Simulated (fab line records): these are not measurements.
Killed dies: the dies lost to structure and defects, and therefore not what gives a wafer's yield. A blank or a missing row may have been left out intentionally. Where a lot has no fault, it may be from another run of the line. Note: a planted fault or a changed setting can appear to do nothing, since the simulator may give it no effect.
fab line records	flow n5Finfet
record lots=12	wafers=34	lastDay=17
route steps=1938 shown SD_EPI_N@277 SD_ACTIVATION@331 ILD0@341 PASSIVATION@1936
lots untouched by any fault: they come from a run of this same line in which no faults occurred
startH: start of the lot's first displayed wafer, in hours after the record's first day	waitH: how many hours have passed since the lot's step before this one	" as in the row above	L1.1+2: a single row standing in for several wafers	- value missing, or start not given	* or withheld: withheld	< > ~ a bound
route shown NAME@n: NAME is a module with steps in the file, n the number in the route of the first one	usual: mean/standard deviation taken from wafers without a fault	same: alike in all rows	chamber/n: place in a boat	sites: each site's reading	_std_site: their standard deviation	_edge_site: inner sites' mean taken away from outer sites' mean	radiusMm: how far each site lies from the wafer's centre	mask NAME#n: copy n	behind: the most recent tool/chamber to have shaped the wafer	hold: the reason the lot was held/the length of the hold in hours/how it ended	device: names the non-switching transistor (n, p or np)	end of line: tests run on the same wafers once the route is complete	a step without rows: its recipe alone	killed: dies that structure and defects cost at the first sort, which is not the same as the wafer's yield	map: per-die view of a wafer (x killed, . not killed, _ where there is no die)
set.NAME: setting as actually run; set.NAME@STEP: the setting as run at that earlier step	model.NAME: the simulator's own value behind a step, which no gauge read
the route's steps for a sample of lots (tables are steps, rows are wafers)
services: from which hour (startH, from the record's first day; less than 0 if before it) a tool's chamber was out of use, for how many hours, and why
## steps
# step N5_SD_EPI_N_ETCHBACK_44
# recipe chemistry=CH3F/O2	mode=anisotropicEtchback	target=SiNx	targetDepthA=145	stopOn=SiO2	overEtchFrac=0.3	ionEnergyEv=120	pressureMtorr=30	sourceW=395	biasW=73	Ar_flow_sccm=150	CH3F_flow_sccm=30	O2_flow_sccm=20
# usual CH3F_flow_sccm=29.99/0.086	biasW=72.99/0.2	drypumpMotorCurrentA=5.4/0.55	oesProductAu=0.64/0.06	rfVppV=298/8.8	showerheadPlenumPTorr=1.97/0.064	throttleValvePct=16.34/0.26
lot.wafer	tool	chamber	startH	waitH	CH3F_flow_sccm	biasW	drypumpMotorCurrentA	oesProductAu	rfHoursCounterH	rfVppV	showerheadPlenumPTorr	throttleValvePct
L671.3	rieDiel-04	3	49.43	0.0	29.93	73.34	4.9	0.64	150	314	2.10	16.62
L671.4	"	1	"	"	29.87	72.89	5.4	0.60	209	303	1.88	16.27
L671.5	"	1	"	"	29.98	72.72	5.4	0.60	-	303	1.88	16.24
L672.2	rieDiel-04	0	54.82	0.0	29.96	73.02	5.5	0.62	204	303	1.98	16.69
L672.4	"	2	"	"	29.90	73.29	5.3	0.64	144	288	1.92	16.05
L672.6	"	3	"	"	30.20	73.12	4.8	0.63	-	317	2.10	16.62
L673.2	rieDiel-05	2	65.69	0.0	30.02	73.23	5.2	0.76	26	301	2.04	15.89
L673.5	"	0	"	"	29.87	73.15	5.9	0.58	-	300	1.96	16.24
L673.6	"	3	"	"	29.88	73.28	4.9	0.66	-	286	1.93	16.43
L675.1	rieDiel-04	3	73.53	0.0	30.04	72.94	4.8	0.63	159	315	2.10	16.62
L675.2	"	1	"	"	29.86	73.09	5.3	0.60	218	303	1.88	16.29
L675.6	"	0	"	"	30.05	72.72	5.4	0.61	-	303	1.98	16.73
L676.4	rieDiel-04	2	79.09	0.0	29.94	73.08	5.3	0.64	153	289	1.92	16.05
L676.5	"	1	"	"	29.88	72.76	5.4	0.59	-	304	1.88	16.28
L677.1	rieDiel-04	0	84.13	0.0	30.00	73.21	5.4	0.61	216	302	1.98	16.73
L677.3	"	3	"	"	30.17	72.70	4.8	0.62	164	315	2.09	16.64
L677.5	"	2	"	"	30.02	72.59	5.3	0.63	-	288	1.92	16.05
L681.2	rieDiel-04	2	110.27	0.0	29.98	72.82	5.3	0.63	164	288	1.91	16.08
L681.3	"	1	"	"	29.98	72.96	5.3	0.58	231	304	1.87	16.30
L681.6	"	0	"	"	30.02	72.93	5.4	0.60	-	302	1.97	16.73
L682.1	rieDiel-01	1	114.56	0.0	30.01	73.00	4.7	0.64	177	288	2.07	16.45
L682.6	"	2	"	"	29.92	72.83	6.3	0.59	-	288	1.97	16.48
L683.1	rieDiel-05	3	126.22	0.0	30.01	72.76	4.9	0.63	167	285	1.92	16.46
L683.2	"	1	"	"	30.03	72.94	6.4	0.66	152	300	1.93	16.40
L683.5	"	2	"	"	29.93	73.17	5.2	0.73	-	301	2.04	15.92
L684.1	rieDiel-04	2	129.62	0.0	29.97	72.79	5.3	0.62	172	288	1.91	16.09
L684.4	"	0	"	"	30.01	72.97	5.5	0.60	233	302	1.97	16.75
L684.6	"	0	"	"	30.11	72.66	5.4	0.60	-	301	1.97	16.75
L690.3	rieDiel-05	2	163.78	0.0	30.02	72.73	5.2	0.72	62	301	2.03	15.97
L690.5	"	3	"	"	29.94	72.77	4.8	0.63	-	285	1.92	16.50
L690.6	"	0	"	"	30.12	73.04	5.9	0.81	-	301	1.95	15.84
L692.3	rieDiel-05	2	174.38	0.0	30.16	73.01	5.2	0.71	65	300	2.03	15.97
L692.4	"	1	"	"	29.89	72.71	6.4	0.65	170	300	1.92	16.43
L692.5	"	2	"	"	30.10	73.30	5.2	0.71	-	301	2.03	15.97
# step N5_SD_EPI_N_SD_RECESS_17
# recipe chemistry=HBr/Cl2/O2	targetDepthA=410	maskMaterial=SOC	timeS=23.7	btTimeS=3	pressureMtorr=10	icpW=800	biasW=112	HBr_flow_sccm=150	Cl2_flow_sccm=80	O2_flow_sccm=12
# usual biasW=112.0/0.31	drypumpMotorCurrentA=5.9/0.34	oesProductAu=1.005/0.012	throttleValvePct=37.4/0.48
lot.wafer	tool	chamber	startH	waitH	biasW	drypumpMotorCurrentA	oesProductAu	rfHoursCounterH	throttleValvePct
L671.3	rieSi-01	3	49.70	0.0	112.6	5.7	1.023	102	38.2
L671.4	"	0	"	"	112.2	5.9	1.014	77	37.6
L671.5	"	0	"	"	112.3	5.8	1.002	-	37.6
L672.2	rieSi-03	0	55.09	0.0	112.2	6.2	1.014	87	37.9
L672.4	"	1	"	"	111.8	5.8	1.003	93	36.7
L672.6	"	0	"	"	112.2	6.2	1.015	-	37.9
L673.2	rieSi-03	0	65.96	0.0	111.3	6.2	1.014	87	37.9
L673.5	"	0	"	"	112.3	6.2	1.015	-	37.9
L673.6	"	3	"	"	111.7	5.8	0.974	-	37.5
L675.1	rieSi-04	3	73.80	0.0	111.8	5.8	0.999	14	37.2
L675.2	"	2	"	"	112.4	5.2	0.989	2	37.4
L675.6	"	0	"	"	112.2	6.4	1.016	-	38.1
L676.4	rieSi-04	0	79.37	0.0	111.8	6.4	1.015	109	38.1
L676.5	"	0	"	"	112.3	6.4	1.012	-	38.1
L677.1	rieSi-04	0	84.40	0.0	111.8	6.4	1.027	109	38.1
L677.3	"	2	"	"	111.9	5.2	0.994	2	37.4
L677.5	"	2	"	"	112.2	5.2	0.999	-	37.4
L681.2	rieSi-04	0	110.55	0.0	111.9	6.4	1.022	110	38.1
L681.3	"	3	"	"	112.0	5.7	1.014	15	37.2
L681.6	"	3	"	"	111.9	5.7	1.006	-	37.2
L682.1	rieSi-04	0	114.83	0.0	111.6	6.4	1.019	110	38.1
L682.6	"	1	"	"	112.1	5.9	1.009	-	36.8
L683.1	rieSi-03	0	126.50	0.0	112.3	6.2	1.013	88	37.9
L683.2	"	2	"	"	112.1	5.9	1.002	154	36.7
L683.5	"	3	"	"	111.8	5.8	0.982	-	37.5
L684.1	rieSi-03	2	129.89	0.0	111.6	5.9	0.997	154	36.7
L684.4	"	3	"	"	112.2	5.8	0.978	117	37.5
L684.6	"	3	"	"	112.3	5.8	0.987	-	37.5
L690.3	rieSi-04	1	164.06	0.0	112.0	5.9	1.004	180	36.8
L690.5	"	2	"	"	111.9	5.2	0.994	-	37.4
L690.6	"	1	"	"	112.3	5.9	0.991	-	36.8
L692.3	rieSi-03	1	174.65	0.0	112.4	5.8	1.009	96	36.7
L692.4	"	0	"	"	112.1	6.2	1.006	89	37.9
L692.5	"	3	"	"	111.6	5.8	0.979	-	37.5
# step N5_SD_ACTIVATION_LSA_01
# recipe tempC=1080	timeS=0.0008	ambient=N2
# usual wafer_temp_C_max=1085.6/1.3
lot.wafer	tool	chamber	startH	waitH	wafer_temp_C_max
L671.3	laserAnneal-01	0	59.04	0.2	1085.9
L671.4	"	0	"	"	1084.5
L671.5	"	0	"	"	1085.7
L672.2	laserAnneal-02	0	63.57	0.2	1084.1
L672.4	"	0	"	"	1084.9
L672.6	"	0	"	"	1086.9
L673.2	laserAnneal-01	0	73.69	0.2	1085.5
L673.5	"	0	"	"	1086.7
L673.6	"	0	"	"	1083.7
L675.1	laserAnneal-01	0	82.51	0.2	1087.9
L675.2	"	0	"	"	1085.0
L675.6	"	0	"	"	1088.0
L676.4	laserAnneal-02	0	87.04	0.2	1083.5
L676.5	"	0	"	"	1085.3
L677.1	laserAnneal-01	0	92.16	0.2	1088.3
L677.3	"	0	"	"	1087.0
L677.5	"	0	"	"	1087.3
L681.2	laserAnneal-01	0	120.61	0.2	1085.0
L681.3	"	0	"	"	1085.0
L681.6	"	0	"	"	1086.8
L682.1	laserAnneal-02	0	122.82	0.2	1084.4
L682.6	"	0	"	"	1084.8
L683.1	laserAnneal-01	0	134.22	0.2	1087.5
L683.2	"	0	"	"	1086.2
L683.5	"	0	"	"	1088.1
L684.1	laserAnneal-02	0	137.68	0.2	1084.6
L684.4	"	0	"	"	1083.9
L684.6	"	0	"	"	1084.8
L690.3	laserAnneal-02	0	172.22	0.2	1059.7
L690.5	"	0	"	"	1059.5
L690.6	"	0	"	"	1059.6
L692.3	laserAnneal-02	0	183.62	0.2	1058.1
L692.4	"	0	"	"	1058.4
L692.5	"	0	"	"	1058.5
# step N5_ILD0_THK_MEAS_08
# usual thkNm=139.5/1.6
lot.wafer	tool	chamber	startH	waitH	thkNm
L671.3	filmMetro-01	-	62.90	-	143.4
L671.4	"	-	"	"	139.7
L671.5	"	-	"	"	137.8
L672.2	filmMetro-01	-	67.10	-	139.9
L672.4	"	-	"	"	139.7
L672.6	"	-	"	"	140.4
L673.2	filmMetro-02	-	77.21	-	140.7
L673.5	"	-	"	"	141.9
L673.6	"	-	"	"	140.0
L675.1	filmMetro-01	-	86.31	-	138.9
L675.2	"	-	"	"	141.2
L675.6	"	-	"	"	140.4
L676.4	filmMetro-01	-	90.64	-	137.6
L676.5	"	-	"	"	142.8
L677.1	filmMetro-01	-	95.84	-	139.7
L677.3	"	-	"	"	137.8
L677.5	"	-	"	"	139.6
L681.2	filmMetro-01	-	124.65	-	140.7
L681.3	"	-	"	"	139.8
L681.6	"	-	"	"	139.3
L682.1	filmMetro-01	-	126.51	-	141.3
L682.6	"	-	"	"	138.9
L683.1	filmMetro-02	-	137.76	-	137.5
L683.2	"	-	"	"	141.9
L683.5	"	-	"	"	140.0
L684.1	filmMetro-02	-	141.24	-	140.0
L684.4	"	-	"	"	136.4
L684.6	"	-	"	"	139.7
L690.3	filmMetro-01	-	175.72	-	140.3
L690.5	"	-	"	"	137.7
L690.6	"	-	"	"	140.8
L692.3	filmMetro-01	-	187.47	-	140.9
L692.4	"	-	"	"	137.3
L692.5	"	-	"	"	140.5
# step N5_PASSIVATION_PROBE_49
# usual killed_at_M0_to_M3=35/11	killed_at_M4_up=13/5.7	killedAtContacts=12/5.7	killedAtFrontEnd=40/11	killedAtOther=4/4.4	killedDies=105/18	killedOpen=68/14	killedShort=34/7.4
# same grossDies=1180	killedAtBackSide=0
lot.wafer	tool	chamber	startH	waitH	killed_at_M0_to_M3	killed_at_M4_up	killedAtContacts	killedAtFrontEnd	killedAtOther	killedDies	killedOpen	killedShort
L690.3	prober-01	-	391.98	0.1	42	18	14	31	47	152	66	38
L690.5	prober-01	-	392.08	0.2	43	12	18	20	29	122	59	36
L690.6	prober-01	-	392.13	0.3	47	13	9	29	18	116	61	35
L692.3	prober-02	-	401.41	0.1	31	5	12	44	16	108	52	46
L692.4	prober-02	-	401.46	0.2	32	7	30	42	81	192	80	32
L692.5	prober-02	-	401.51	0.2	25	13	17	40	106	201	63	40
# killed by level:class
L690.3 MIM_TOP_ETCH:areaEtch=47 MOL_CONTACT_COAG:geometricParticle:open=10 BEOL_M1:geometricParticle:open=9 BEOL_M0_SAQP:geometricParticle:open=8 BEOL_M3:geometricParticle:open=7 BEOL_M0_SAQP:geometricParticle:short=6 BEOL_M4:geometricParticle:open=6 BEOL_M2:geometricParticle:open=6
L690.5 MIM_TOP_ETCH:areaEtch=27 MOL_CONTACT_COAG:geometricParticle:open=15 BEOL_M0_SAQP:geometricParticle:short=12 BEOL_M2:geometricParticle:open=9 BEOL_M0_SAQP:geometricParticle:open=8 BEOL_M1:geometricParticle:open=5 BEOL_M4:geometricParticle:short=4 FIN_SAQP:geometricParticle:short=3
L690.6 MIM_TOP_ETCH:areaEtch=17 BEOL_M3:geometricParticle:open=16 BEOL_M0_SAQP:geometricParticle:open=9 MOL_CONTACT_COAG:geometricParticle:open=8 BEOL_M4:geometricParticle:short=8 BEOL_M0_SAQP:geometricParticle:short=7 STI_FIN_REVEAL:geometricParticle:open=6 BEOL_M1:geometricParticle:short=6
L692.3 MOL_CONTACT_COAG:geometricParticle:open=9 FIN_SAQP:geometricParticle:short=8 GATE_CUT:geometricParticle:short=8 PASSIVATION:areaEtch=8 STI_FIN_REVEAL:geometricParticle:open=7 BEOL_M0_SAQP:geometricParticle:open=7 BEOL_M0_SAQP:geometricParticle:short=6 BEOL_M1:geometricParticle:open=5
L692.4 PASSIVATION:areaEtch=78 MOL_CONTACT_COAG:geometricParticle:open=24 STI_FIN_REVEAL:geometricParticle:open=16 BEOL_M0:geometricParticle:open=10 FIN_SAQP:geometricParticle:short=8 BEOL_M1:geometricParticle:open=8 MOL_CONTACT_COAG:geometricParticle:short=6 STI_FIN_REVEAL:geometricParticle:short=5
L692.5 PASSIVATION:areaEtch=97 MOL_CONTACT_COAG:geometricParticle:open=15 GATE_CUT:geometricParticle:short=7 FIN_SAQP:geometricParticle:short=6 STI_FIN_REVEAL:geometricParticle:open=6 BEOL_M0_SAQP:geometricParticle:open=6 BEOL_M1:geometricParticle:open=5 BEOL_M4:geometricParticle:short=5
## services
tool	chamber	startH	hours	kind
rieDiel-05	1	39.10	2.4	repair
laserAnneal-01	-	41.20	2.2	repair
rieSi-03	0	66.87	4.5	repair
rieDiel-05	-	71.46	0.8	repair
laserAnneal-02	-	79.48	4.3	pm
rieSi-01	-	82.68	14.6	pm
rieDiel-01	-	102.19	4.3	pm
rieDiel-01	2	107.31	5.2	repair
rieSi-03	2	112.81	2.1	repair
rieDiel-05	0	119.05	-	clean
rieDiel-05	0	119.05	-	consumableReplace:focusRing
rieDiel-05	2	120.99	4.6	repair
rieDiel-04	1	152.74	6.5	repair
rieDiel-04	1	165.36	-	clean
rieDiel-04	1	165.36	-	consumableReplace:focusRing
rieDiel-04	1	165.36	-	consumableReplace:showerhead
rieDiel-04	1	165.36	12.3	scheduledDown
rieDiel-04	1	165.36	12.3	ventCycle
laserAnneal-01	-	171.54	1.6	pm
rieDiel-04	0	177.71	-	clean
rieDiel-04	0	177.71	-	consumableReplace:focusRing
rieDiel-04	0	177.71	25.2	scheduledDown
rieDiel-04	0	177.71	25.2	ventCycle
rieSi-03	-	179.42	0.4	repair
## key
firstSign step=N5_SD_ACTIVATION_LSA_01	reading=wafer_temp_C_max	direction=down	sigmas=20	usual=*	struck=*
effect none on later readings
metAt N5_SD_ACTIVATION_LSA_01
struckLots L690,L692
testerLeftOut L690,L692
baselineLoss step=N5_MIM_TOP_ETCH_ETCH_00	wafers=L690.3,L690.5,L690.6
baselineLoss step=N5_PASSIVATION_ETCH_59	wafers=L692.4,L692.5
notActingAt N5_SD_EPI_N_ETCHBACK_44,N5_SD_EPI_N_SD_RECESS_17,N5_ILD0_THK_MEAS_08
onsetBetween 137.68 172.22
fault kind=processParameterDrift	tool=laserAnneal-02	chamber=-	onsetH=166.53	steps=N5_SD_ACTIVATION_LSA_01	channel=tempC	offset=*	shape=step	endH=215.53	stated=*
# testerLeftOut: of these lots the tester's yield and bins aren't shown, on N5 and GAA mostly nor the transistor test; their killed dies are dies lost to structure and defects alone, not to doping, threshold or leakage, so they don't give the yield
# baselineLoss: these wafers lose ten dies or more at that step, a loss of the line's own and not of a fault; the sort's usual values leave them out
